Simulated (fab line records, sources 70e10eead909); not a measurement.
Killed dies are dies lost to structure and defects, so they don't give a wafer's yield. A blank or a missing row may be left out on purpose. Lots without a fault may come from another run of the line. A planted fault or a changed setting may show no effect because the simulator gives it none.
One fault seen from 2 desks | flow nand_harc | each desk has only its own numbers; what lay behind them comes last

THE DEFECT DESK
What the inspections along the route counted, lot by lot: means of the sampled wafers that have a number. A lot is out of limits, marked OUT, if its mean lies more than 4 standard deviations from the usual mean; the brackets give that distance.
Columns: A = raw_defect_count at NHARC_A_ONON_D1_INSPECT_32, usual 66
lot  | first seen here | A
L533 | day 8 17:04     | 58
L534 | day 8 22:15     | 48
L536 | day 9 21:43     | 85
L537 | day 10 14:22    | 79
L540 | day 11 15:09    | 60
L539 | day 11 15:17    | 89
L542 | day 12 20:25    | 90
L547 | day 14 18:00    | 53
L550 | day 15 22:35    | 63
L551 | day 15 22:37    | 68
L552 | day 16 11:15    | 58
L553 | day 16 21:23    | 113
L555 | day 17 20:18    | 79
This desk's finding: nothing out of limits on any of the 13 lots.

THE METROLOGY DESK
What the gauges read, lot by lot, whatever tool the lot ran on: means of the sampled wafers that have a number. A lot is out of limits, marked OUT, if its mean lies more than 4 standard deviations from the usual mean; the brackets give that distance.
Columns: A = thk_nm at NHARC_A_ONON_D1_THK_MEAS_14, usual 998 nm
lot  | first seen here | A
L533 | day 8 06:28     | 999
L534 | day 8 11:40     | 994
L536 | day 9 10:07     | 985
L537 | day 10 01:25    | 998
L540 | day 11 04:34    | 992
L539 | day 11 04:35    | 1002
L542 | day 12 09:47    | 993
L547 | day 14 07:20    | 959
L550 | day 15 12:13    | 999
L551 | day 15 12:13    | 999
L552 | day 15 22:59    | 716 (-22) OUT
L553 | day 16 10:17    | 1010
L555 | day 17 09:42    | 987
This desk's finding: out of limits on L552; first on L552, day 15 22:59 (thk_nm at NHARC_A_ONON_D1_THK_MEAS_14). In limits: L533, L534, L536, L537, L540, L539, L542, L547, L550, L551, L553, L555.

PUT TOGETHER
The metrology desk could have raised an alarm at day 15 22:59, on L552.
The defect desk saw nothing out of limits.
The defect desk has L552 on record, within its limits.
Of the lots named, all ran NHARC_A_ONON_D1_DEP_12 on pecvd_onon-02.

WHAT THE SIMULATOR HAD PUT IN
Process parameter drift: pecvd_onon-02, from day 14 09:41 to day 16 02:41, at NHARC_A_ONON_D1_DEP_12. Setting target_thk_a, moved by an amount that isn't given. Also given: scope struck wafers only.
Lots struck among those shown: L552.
Hours from the fault's start to each desk's first reading out of limits: the metrology desk, 37.
